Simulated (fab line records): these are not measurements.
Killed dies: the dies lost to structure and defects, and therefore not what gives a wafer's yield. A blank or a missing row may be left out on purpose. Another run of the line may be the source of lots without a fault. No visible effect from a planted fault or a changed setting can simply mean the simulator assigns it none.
A lot that was struck, set against a sound lot | flow n5Finfet | 37 out of 1938 route steps
Sound: the wafers L523.1, L523.4, L523.5. Struck: wafer L513.2 (left out: L513.1, L513.6 of the same lot, which were not struck); the cause appears at the end.
For every step that has rows: the tool of each side, followed by ch and its chambers, followed by its first start. Under that, the readings that differ: sound wafers | struck wafers | difference of the means | sigmas: that difference in standard deviations of wafers without a fault.
alike: words and numbers the same on both sides, and readings whose means are apart by under 2 such deviations; not compared: readings that were withheld, readings missing a value for some wafer, numbers with overlapping values and no deviation given by the record, and bounds like >300 which may hide the same value.
The two part at a step that has a row with sigmas, a row that says differs or no value, or rows on one side only. Numbers that don't overlap but have no deviation are shown without sigmas and don't part them. A reading missing from all wafers of one side parts the sides only when that side holds two or more wafers.

first, 11 steps without rows for these wafers: N5_BEOL_M0_SPUTTER_132 (material Cu, target thk 4 nm, time 7.37 s); N5_BEOL_M0_ANNEAL_133 (time 60 s); N5_BEOL_M0_SPUTTER_134 (material Cu, target thk 4 nm, time 7.37 s); N5_BEOL_M0_ANNEAL_135 (time 60 s); N5_BEOL_M0_SPUTTER_141 (material Cu, target thk 4 nm, time 7.37 s); N5_BEOL_M0_ECD_118 (material Cu, target thk 300 nm); N5_BEOL_M0_ANNEAL_119 (time 90 s); N5_BEOL_M0_CMP_120 (polishes, stops on SiOC, t overpolish 6.9 s); N5_BEOL_M0_PRE_CLEAN_131 (time 15 s); N5_BEOL_M0_CO_CAP_123 (material Co, precursor CCTBA/H2, target thk 2 nm, time 102.1 s); N5_BEOL_M0_PRE_CLEAN_124 (time 15 s).
N5_BEOL_M0_DEP_125: deposits SiCN from 3MS/NH3, target thk 8 nm, time 14 s.
  sound on pecvd-03 ch 1,2, day 12 02:16; struck on pecvd-04 ch 0, day 9 11:01
reading                                  | sound | struck | difference | sigmas
model.SiCN_of_BEOL_M0_DEP_125.thkNm (nm) | 8 8 8 | 4.6    | -3.4       | 
  alike: showerheadPlenumPTorr, showerheadVppV, throttleValvePct
  not compared: sinceWetCleanH
then, 22 steps without rows for these wafers: N5_BEOL_M1_ILD_DEP_00 (deposits SiOC from DEMS/O2, target thk 79 nm, time 15.3 s); N5_BEOL_M1_PECVD_72 (deposits SiO2 from TEOS/O2, target thk 16 nm, time 18 s); N5_BEOL_M1_HM_DEP_02 (deposits TiN, target thk 20 nm); N5_BEOL_M1_COAT_61 (time 60 s, resist thk 60 nm); N5_BEOL_M1_COAT_62 (time 60 s, resist thk 12 nm); N5_BEOL_M1_COAT_73 (time 60 s, resist thk 5 nm); N5_BEOL_M1_COAT_05 (resist thk 30 nm); N5_BEOL_M1_EBR_07; N5_BEOL_M1_SOFTBAKE_06 (time 60 s); N5_BEOL_M1_EXPOSE_08 (exposes mask M1); N5_BEOL_M1_PEB_09 (peb time 60 s); N5_BEOL_M1_DEVELOP_10 (develop time 30 s); N5_BEOL_M1_DESCUM_16 (chemistry O2, time 7 s); N5_BEOL_M1_ETCH_74 (etches underlayer in N2/H2, target depth 6.5 nm, time 5.2 s); N5_BEOL_M1_ETCH_63 (etches SiARC in CF4, target depth 15.6 nm, time 26 s); N5_BEOL_M1_ETCH_64 (etches SOC in N2/H2, target depth 75 nm, overetch 15 nm, time 112.5 s); N5_BEOL_M1_STRIP_65 (strips in N2/H2); N5_BEOL_M1_STRIP_75 (strips in N2/H2); N5_BEOL_M1_STRIP_66 (strips in CF4); N5_BEOL_M1_HM_OPEN_17 (chemistry Cl2/BCl3, target TiN, target depth 20 nm, overetch 6 nm); N5_BEOL_M1_STRIP_19 (strips in O2); N5_BEOL_M1_COAT_67 (time 60 s, resist thk 60 nm).
N5_BEOL_M1_CMP_52: polishes, stops on SiOC, t overpolish 6.8 s, target thk 40 nm.
  sound on cmp-02 ch 0,3, day 12 10:11; struck on cmp-03 ch 0, day 10 08:08
reading                               | sound             | struck | difference | sigmas
overpolishRunS (s)                    | 6.795 6.803 6.785 | 6.818  | +0.024     | +3
model.Cu_of_BEOL_M1_ECD_50.thkNm (nm) | 40.4 40.6 40.4    | 37.8   | -2.7       | 
  alike: barrierFieldEndpointS, motorCurrentA, timeToEndpointS
  not compared: padLifeWafers
-- the record jumps here: 2 days lie between the struck wafers' starts before and after (it left off in module BEOL_M1 and takes up again in module BEOL_M4, whose first step shown is number 1111 of the route) --
N5_BEOL_M4_RC_MEAS_101:
  sound on prober-02 ch 0, day 14 09:47; struck on prober-01 ch 0, day 12 11:30
reading        | sound             | struck | difference | sigmas
IOFF_N (nA/um) | 0.142 0.147 0.167 | 0.219  | +0.067     | +2
IOFF_P (nA/um) | 0.18 0.18 0.21    | 0.26   | +0.07      | +2
  alike: DIBL_N, DIBL_P, ION_N, ION_P, SS_N, SS_P, VT_N, VT_P
after that, 1 step had no rows for these wafers: N5_PASSIVATION_PROBE_49.

== WHERE THEY PART ==
First at N5_BEOL_M1_CMP_52; last, within this record, at N5_BEOL_M4_RC_MEAS_101.

WHY: the cause the simulator had injected
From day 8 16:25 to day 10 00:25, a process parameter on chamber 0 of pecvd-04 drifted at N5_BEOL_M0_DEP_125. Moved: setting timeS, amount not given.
